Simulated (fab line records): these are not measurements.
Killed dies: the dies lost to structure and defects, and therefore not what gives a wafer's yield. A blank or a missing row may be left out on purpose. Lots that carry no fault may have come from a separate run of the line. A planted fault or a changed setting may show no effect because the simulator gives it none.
Split-lot study + flow n5_finfet + 7 lots, 21 wafers read, on a route of 1938 steps

THE SPLIT
At N5_PASSIVATION_DEVELOP_29 (develop time 60 s), the setting develop_time_s was moved away from the recipe's 60 s on 9 of the 21 wafers read, by -16.4% to +19.2%. For the rest of the wafers, this setting stayed at what the recipe calls for.

THE PATH FROM SPLIT TO READING: the file shows 1 step between them
- N5_PASSIVATION_HARDBAKE_31: time 120 s

THE READING
cd_nm (nm) at N5_PASSIVATION_CD_MEAS_30, where the cd target is 4000 nm. A value of 3999.7 nm with a standard deviation of 1.3 nm is what fault-free wafers of this fab line usually give.

| wafer  | tool, chamber at the split | develop_time_s as run, s | against the recipe | cd_nm, nm | against lot-mates on the recipe |
|--------|----------------------------|--------------------------|--------------------|-----------|---------------------------------|
| L076.2 | litho_track-01, 0          | 60                       | recipe             | 3997.9    | -                               |
| L076.3 | litho_track-01, 0          | 60                       | recipe             | 3998.2    | -                               |
| L076.6 | litho_track-01, 0          | 60                       | recipe             | 3998.3    | -                               |
| L077.1 | litho_track-04, 0          | 60                       | recipe             | 4001.8    | -                               |
| L077.3 | litho_track-04, 0          | 60                       | recipe             | 4001.5    | -                               |
| L077.5 | litho_track-04, 0          | 52.33                    | -12.8%             | 3998.0    | -3.7                            |
| L090.2 | litho_track-01, 0          | 50.17                    | -16.4%             | 3996.5    | no lot-mate on the recipe       |
| L090.3 | litho_track-01, 0          | 50.17                    | -16.4%             | 3997.1    | no lot-mate on the recipe       |
| L090.6 | litho_track-01, 0          | 50.17                    | -16.4%             | 3995.7    | no lot-mate on the recipe       |
| L089.1 | litho_track-05, 0          | 60                       | recipe             | 3997.8    | -                               |
| L089.4 | litho_track-05, 0          | 51.22                    | -14.6%             | 3996.0    | -2.2                            |
| L089.5 | litho_track-05, 0          | 60                       | recipe             | 3998.6    | -                               |
| L095.1 | litho_track-05, 0          | 51.56                    | -14.1%             | 3997.4    | -1.9                            |
| L095.2 | litho_track-05, 0          | 51.56                    | -14.1%             | 3996.5    | -2.8                            |
| L095.5 | litho_track-05, 0          | 60                       | recipe             | 3999.3    | -                               |
| L094.1 | litho_track-01, 0          | 65.74                    | +9.6%              | 4001.7    | +1.8                            |
| L094.2 | litho_track-01, 0          | 60                       | recipe             | 4000.7    | -                               |
| L094.3 | litho_track-01, 0          | 60                       | recipe             | 3999.2    | -                               |
| L097.4 | litho_track-01, 0          | 71.55                    | +19.2%             | 4002.4    | +3.0                            |
| L097.5 | litho_track-01, 0          | 60                       | recipe             | 4000.4    | -                               |
| L097.6 | litho_track-01, 0          | 60                       | recipe             | 3998.5    | -                               |

THE FIT
A straight line over all 21 wafers: cd_nm changes by +0.177 nm for each +1% of develop_time_s; r = +0.83; the points scatter about the line by 1.2 nm.
The same after taking each lot's own level away (the mean of its wafers on the recipe; 18 wafers): +0.175 nm for each +1%; r = +0.93; scatter 0.61 nm.
On that fit, the largest move of develop_time_s shifts the reading by 3.4 nm.
Measured against the standard deviation above, the lots' own levels, which go from 3998.13 to 4001.65 nm, span 2.7 times it.
The two slopes are in agreement: the lot-to-lot level therefore moves the slope only a little.
Check: with one of the wafers moved furthest among these (+19.2%) left out of the fit, the line predicts +3.57 nm for it against its lot-mates. It came out at +2.95 nm against them.

OTHER SPLITS APPLIED TO THESE WAFERS
Before the reading, these wafers also passed through other splits. Each is held against what the fit with the lots' levels taken away leaves over:
| other split on the same wafers             | wafers away from the commonest value | r with cd_nm (lot level and that fit taken away) |
|--------------------------------------------|--------------------------------------|--------------------------------------------------|
| N5_BEOL_M14_EXPOSE_07 dose_mj              | 7                                    | +0.11                                            |
| N5_BEOL_M15_ILD_DEP_00 time_s              | 6                                    | -0.02                                            |
| N5_BEOL_M15_EXPOSE_07 dose_mj              | 7                                    | +0.11                                            |
| N5_MIM_BOT_SPUTTER_00 time_s               | 6                                    | -0.14                                            |
| N5_MIM_TOP_LITHO_DEVELOP_07 develop_time_s | 4                                    | +0.28                                            |

THE FILE'S OWN FIT
cd_nm changes by +0.179 nm for each +1% of develop_time_s, r = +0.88.
